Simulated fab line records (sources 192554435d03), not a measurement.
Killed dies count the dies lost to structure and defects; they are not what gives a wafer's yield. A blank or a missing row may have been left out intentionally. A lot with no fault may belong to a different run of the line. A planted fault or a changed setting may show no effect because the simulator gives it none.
Chamber matching + flow n5Finfet + N5_FIN_SAQP_MANDREL2_REMOVE_60 on rieSi-03 has 3 sister chambers
The step chemistry HBr/Cl2/O2, target a-Si, stops on SiNx, bt time 10 s. 3 wafers are shown with their chamber, then 5 later ones without.

== WAFERS PAIRED WITH THEIR CHAMBERS ==
| wafer  | chamber | throttleValvePct (%) |
|--------|---------|----------------------|
| L079.2 | 1       | 36.1                 |
| L082.1 | 3       | 36.6                 |
| L082.2 | 2       | 37.5                 |

== WAFERS WITH NO CHAMBER GIVEN ==
| wafer  | throttleValvePct (%) |
|--------|----------------------|
| L084.3 | 36.5                 |
| L084.5 | 36.6                 |
| L092.3 | 37.4                 |
| L092.5 | 36.5                 |
| L092.6 | 37.5                 |

== EACH ONE'S CHAMBER ==
| wafer  | from the rows above | in truth                   |
|--------|---------------------|----------------------------|
| L084.3 | 3                   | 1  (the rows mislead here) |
| L084.5 | 3                   | 3                          |
| L092.3 | 2                   | 2                          |
| L092.5 | 3                   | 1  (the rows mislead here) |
| L092.6 | 2                   | 2                          |
3 of 5 placed correctly. Left unplaced by these rows: 0. Number placed wrongly: 2.
How it was worked out, from the rows above alone: a wafer's distance from a chamber is the root of the sum, over the readings, of the square of ((its reading less the chamber's mean) divided by the reading's scatter). The wafer belongs to the nearest chamber; if the next one is less than 2 further off, it can't be placed. Each chamber's mean is taken over the wafers shown for it. The scatter: root of mean squared gap, hidden wafer to nearest shown wafer, with one shown wafer a chamber.
